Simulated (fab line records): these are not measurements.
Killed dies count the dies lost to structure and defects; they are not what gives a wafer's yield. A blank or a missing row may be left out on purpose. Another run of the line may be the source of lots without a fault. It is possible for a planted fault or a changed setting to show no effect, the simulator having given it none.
A lot that was struck, set against a sound lot + flow n5_finfet + 16 out of 1938 route steps
Sound: these wafers, L467.3, L467.4, L467.5. Wafers L462.2, L462.3, L462.4 were the ones struck. The cause is named last.
For every step that has rows: the tool of each side, followed by ch and its chambers, followed by its first start. Under that, the readings that differ: sound wafers + struck wafers + difference of the means + sigmas: that difference in standard deviations of wafers without a fault.
alike: a reading whose means differ by less than 2 such deviations, as well as words and numbers matching on both sides. not compared: withheld readings; readings where some wafer has no value; bounds like >300 that might hide an equal value; numbers whose values overlap and for which the record gives no deviation.
A row with sigmas, a row that says differs or no value, or rows on one side alone: a step with any of these is where the two part. Non-overlapping numbers with no deviation appear without sigmas and do not part them. A reading that every wafer of one side lacks parts them only if that side has two wafers or more.

first, 8 steps without rows for these wafers: N5_BEOL_M7_COAT_64 (time 60 s, resist thk 12 nm); N5_BEOL_M7_COAT_71 (time 60 s, resist thk 5 nm); N5_BEOL_M7_COAT_22 (resist thk 30 nm); N5_BEOL_M7_EBR_24; N5_BEOL_M7_SOFTBAKE_23 (time 60 s); N5_BEOL_M7_EXPOSE_25 (exposes mask V6, target cd 40 nm); N5_BEOL_M7_PEB_26 (peb time 60 s); N5_BEOL_M7_DEVELOP_27 (develop time 30 s).
N5_BEOL_M7_CD_MEAS_28: target cd 40 nm.
  sound on cd_sem-02 ch 0, day 12 14:02; struck on cd_sem-02 ch 0, day 11 11:14
  alike: cd_nm
N5_BEOL_M7_OVL_MEAS_29:
  sound on overlay-01 ch 0, day 12 14:04; struck on overlay-01 ch 0, day 11 11:17
  alike: V6_OVL
N5_BEOL_M7_INSPECT_30: inspects for defects (brightfield).
  struck on defect_inspect-01, day 11 11:20; sound on defect_inspect-01, day 12 14:07
  alike: raw_defect_count
N5_BEOL_M7_DESCUM_33: chemistry O2, time 7 s.
  sound on rie_diel-03 ch 1,2, day 12 14:17; struck on rie_diel-03 ch 0,2,3, day 11 11:22
  alike: drypump_motor_current_A, oes_product_au, rf_vpp_V, showerhead_plenum_p_Torr, throttle_valve_pct
  not compared: rf_hours_counter_h
N5_BEOL_M7_ETCH_72: etches underlayer in N2/H2, target depth 6.5 nm, time 5.2 s.
  sound on rie_diel-03 ch 1,2, day 12 14:19; struck on rie_diel-03 ch 0,2,3, day 11 11:24
  no value came back on the struck wafers for any of 8 readings (bias_w (W), chamber_pressure_mTorr (mTorr) and others); on the sound wafers bias_w (W) reads 149.7 149.5 149.8
| reading                                      | sound          | struck         | difference | sigmas |
|----------------------------------------------|----------------|----------------|------------|--------|
| model.CAR-EUV_of_BEOL_M7_COAT_22.thk_nm (nm) | 20.2 20.4 20.4 | 26.2 26.2 26.2 | +5.9       |        |
  not compared: rf_hours_counter_h
N5_BEOL_M7_ETCH_65: etches SiARC in CF4, target depth 15.6 nm, time 26 s.
  sound on rie_diel-03 ch 1,2, day 12 14:20; struck on rie_diel-03 ch 0,2,3, day 11 11:25
| reading                                      | sound        | struck   | difference | sigmas |
|----------------------------------------------|--------------|----------|------------|--------|
| model.CAR-EUV_of_BEOL_M7_COAT_22.thk_nm (nm) | 11 11.2 11.2 | 17 17 17 | +6         |        |
  alike: bias_w, cf4_flow_sccm, drypump_motor_current_A, etch_rf_on_time_s, oes_product_au, rf_vpp_V, showerhead_plenum_p_Torr, throttle_valve_pct
  not compared: rf_hours_counter_h
N5_BEOL_M7_ETCH_66: etches SOC in N2/H2, target depth 80 nm, overetch 16 nm, time 120 s.
  sound on rie_diel-03 ch 1,2, day 12 14:22; struck on rie_diel-03 ch 0,2,3, day 11 11:26
  alike: bias_w, chamber_pressure_mTorr, drypump_motor_current_A, oes_product_au, rf_vpp_V, showerhead_plenum_p_Torr, throttle_valve_pct
  not compared: rf_hours_counter_h
-- here the record skips 3 days between the struck wafers' starts before and after, leaving off in module BEOL_M7 and picking up in module PASSIVATION (first step shown: number 1936 of the route) --
N5_PASSIVATION_PROBE_49:
  struck on prober-02, day 14 13:32; sound on prober-02, day 16 03:32
  alike: defect_limited_yield, killed_at_M0_to_M3, killed_at_M4_up, killed_at_contacts, killed_at_front_end, killed_at_other, killed_dies, killed_open, killed_short, sort_bin_5_function, sort_bin_6_memory, sort_n_pass, sort_yield_pct

== WHERE THEY PART ==
At N5_BEOL_M7_ETCH_72 and nowhere else, as far as this record goes. Later steps at which nothing parts them and some readings are alike: N5_BEOL_M7_ETCH_65, N5_BEOL_M7_ETCH_66, N5_PASSIVATION_PROBE_49.

WHY: what the simulator had put in
Step skipped in full: rie_diel-03, at N5_BEOL_M7_ETCH_72, from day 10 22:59 onward. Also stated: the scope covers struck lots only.
